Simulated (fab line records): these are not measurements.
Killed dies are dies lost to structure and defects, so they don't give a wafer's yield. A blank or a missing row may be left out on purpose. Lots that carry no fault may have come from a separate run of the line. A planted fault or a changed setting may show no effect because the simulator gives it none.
The tool behind it: which one? | flow n5-finfet | Sampling: 24 lots, 72 wafers, 2 of 1938 route steps

## WHAT EACH GAUGE READ, for each wafer
N5_BEOL_M3_CD_MEAS_18: pitch 36 nm, target cd 18 nm.
lot  | measured     | on        | cd-nm (nm)
L075 | day 7 03:29  | cd-sem-01 | 17.9 18.4 17.9
L074 | day 7 05:47  | cd-sem-02 | 18.0 18.3 17.8
L076 | day 7 12:22  | cd-sem-02 | 17.9 18.0 18.1
L077 | day 7 19:22  | cd-sem-03 | 18.1 17.4 17.7
L078 | day 8 20:30  | cd-sem-01 | 17.9 17.3 17.4
L080 | day 8 20:41  | cd-sem-01 | 18.5 18.2 17.9
L079 | day 8 22:52  | cd-sem-03 | 17.6 18.1 17.4
L082 | day 9 02:52  | cd-sem-01 | 16.9 17.4 17.5
L081 | day 9 03:16  | cd-sem-02 | 18.1 17.7 17.3
L083 | day 9 09:35  | cd-sem-02 | 18.0 18.3 17.4
L084 | day 9 09:45  | cd-sem-01 | 17.5 18.0 17.5
L085 | day 9 11:46  | cd-sem-03 | 18.0 17.8 17.5
L086 | day 10 02:23 | cd-sem-03 | 17.9 18.3 18.6
L087 | day 10 13:25 | cd-sem-03 | 18.1 17.9 18.2
L088 | day 10 13:55 | cd-sem-01 | 17.7 18.3 18.0
L089 | day 11 04:21 | cd-sem-03 | 18.6 18.9 18.2
L090 | day 11 10:10 | cd-sem-03 | 18.1 17.3 18.9
L091 | day 11 12:25 | cd-sem-01 | 17.6 17.7 18.2
L092 | day 11 14:01 | cd-sem-01 | 17.9 17.5 17.2
L093 | day 12 01:15 | cd-sem-01 | 17.7 17.5 17.6
L094 | day 12 02:06 | cd-sem-02 | 17.7 18.2 18.2
L095 | day 12 09:41 | cd-sem-02 | 17.9 18.1 18.2
L096 | day 12 15:07 | cd-sem-01 | 17.6 18.1 17.6
L097 | day 12 21:48 | cd-sem-03 | 18.3 17.6 18.5

## EACH LOT AND THE TOOL THAT RAN IT (in order: tool; ch and the chambers of the sampled wafers; start)
lot  | N5_BEOL_M3_HM_OPEN_17
L075 | rie-metal-02 ch 0, day 7 03:19
L074 | rie-metal-01 ch 0,1, day 7 05:29
L076 | rie-metal-01 ch 0,1, day 7 12:04
L077 | rie-metal-02 ch 0,1, day 7 19:13
L078 | rie-metal-01 ch 0,1, day 8 20:19
L080 | rie-metal-03 ch 0,1, day 8 20:30
L079 | rie-metal-01 ch 0,1, day 8 22:41
L082 | rie-metal-03 ch 0,1, day 9 02:35
L081 | rie-metal-02 ch 1, day 9 03:04
L083 | rie-metal-03 ch 0,1, day 9 09:18
L084 | rie-metal-02 ch 0,1, day 9 09:32
L085 | rie-metal-03 ch 1, day 9 11:29
L086 | rie-metal-02 ch 0,1, day 10 02:14
L087 | rie-metal-03 ch 0,1, day 10 13:02
L088 | rie-metal-03 ch 0,1, day 10 13:44
L089 | rie-metal-02 ch 0,1, day 11 04:10
L090 | rie-metal-03 ch 0,1, day 11 09:56
L091 | rie-metal-02 ch 0,1, day 11 12:14
L092 | rie-metal-02 ch 0,1, day 11 13:50
L093 | rie-metal-03 ch 0, day 12 00:59
L094 | rie-metal-02 ch 0,1, day 12 01:54
L095 | rie-metal-02 ch 0,1, day 12 09:28
L096 | rie-metal-01 ch 0,1, day 12 14:56
L097 | rie-metal-02 ch 0, day 12 21:35
- N5_BEOL_M3_HM_OPEN_17: chemistry Cl2/BCl3, target TiN, target depth 20 nm, overetch 6 nm.

## WHAT THE TOOLS THEMSELVES READ (means of the sampled wafers that have a number; where no wafer has one, the mark that the record gives instead)
N5_BEOL_M3_HM_OPEN_17.
lot  | tool         | bcl3-flow-sccm (sccm) | bias-w (W) | drypump-motor-current-A (A) | oes_ar_750_au (a.u.) | oes-product-au (a.u.) | throttle-valve-pct (%)
L075 | rie-metal-02 | 21.70                 | 125.8      | 4.9                         | 0.69                 | 0.58                  | 21.97
L074 | rie-metal-01 | 21.69                 | 126.1      | 5.8                         | 0.94                 | 0.79                  | 22.27
L076 | rie-metal-01 | 21.80                 | 125.7      | 6.0                         | 0.97                 | 0.78                  | 22.08
L077 | rie-metal-02 | 21.80                 | 126.2      | 5.4                         | 0.66                 | 0.57                  | 22.16
L078 | rie-metal-01 | 21.71                 | 126.2      | 5.8                         | 0.92                 | 0.76                  | 22.27
L080 | rie-metal-03 | 21.71                 | 126.1      | 5.7                         | 0.78                 | 0.67                  | 22.29
L079 | rie-metal-01 | 21.67                 | 126.0      | 6.0                         | 0.94                 | 0.77                  | 22.09
L082 | rie-metal-03 | 21.79                 | 125.8      | 5.7                         | 0.78                 | 0.69                  | 22.27
L081 | rie-metal-02 | 21.72                 | 125.9      | 5.7                         | 0.64                 | 0.56                  | 22.25
L083 | rie-metal-03 | 21.78                 | 126.2      | 5.8                         | 0.87                 | 0.76                  | 22.13
L084 | rie-metal-02 | 21.72                 | 126.1      | 5.4                         | 0.65                 | 0.57                  | 22.17
L085 | rie-metal-03 | 21.77                 | 125.9      | 5.5                         | 0.70                 | 0.61                  | 22.46
L086 | rie-metal-02 | 21.78                 | 126.2      | 5.2                         | 0.67                 | 0.57                  | 22.08
L087 | rie-metal-03 | 21.77                 | 126.5      | 5.6                         | 0.77                 | 0.67                  | 22.30
L088 | rie-metal-03 | 21.80                 | 125.8      | 5.8                         | 0.85                 | 0.74                  | 22.13
L089 | rie-metal-02 | 21.76                 | 126.4      | 5.4                         | 0.65                 | 0.56                  | 22.16
L090 | rie-metal-03 | 21.75                 | 126.1      | 5.7                         | 0.76                 | 0.66                  | 22.31
L091 | rie-metal-02 | 21.76                 | 125.9      | 5.2                         | 0.66                 | 0.56                  | 22.09
L092 | rie-metal-02 | 21.78                 | 126.1      | 5.4                         | 0.65                 | 0.55                  | 22.18
L093 | rie-metal-03 | 21.83                 | 125.5      | 5.9                         | 0.91                 | 0.81                  | 21.97
L094 | rie-metal-02 | 21.66                 | 126.2      | 5.2                         | 0.66                 | 0.56                  | 22.09
L095 | rie-metal-02 | 21.73                 | 126.1      | 5.2                         | 0.66                 | 0.56                  | 22.09
L096 | rie-metal-01 | 21.78                 | 125.7      | 5.8                         | 0.88                 | 0.74                  | 22.28
L097 | rie-metal-02 | 21.70                 | 125.4      | 4.9                         | 0.67                 | 0.57                  | 22.02

## THE ANSWER, worked out from the rows above alone
Rule: what is usual is taken from the lots themselves. The widest of any qualifying gaps counts: lots, ordered by their means at a reading, are off when they make up no more than a third of the lots, leave a main group of 4 or more, and stand apart from it by 3 or more times the standard deviation of that group's means. A main group is skipped when, at the precision printed for the reading in the tables above, its means are all equal. A lot without any number at a reading at which 4 lots or more have one is off too. Where the step has rows for the other lots, those lots are counted as sound. Order of review: gauges by route order, followed by the tools' own readings, for which a lot's mean as printed above is used. At the first step where some lot is off, the reading lying furthest off is the one used; lots without a number count as furthest.
No lot is off on any of the readings shown, so nothing can be concluded from this.

## WHAT THE SIMULATOR HAD INSERTED
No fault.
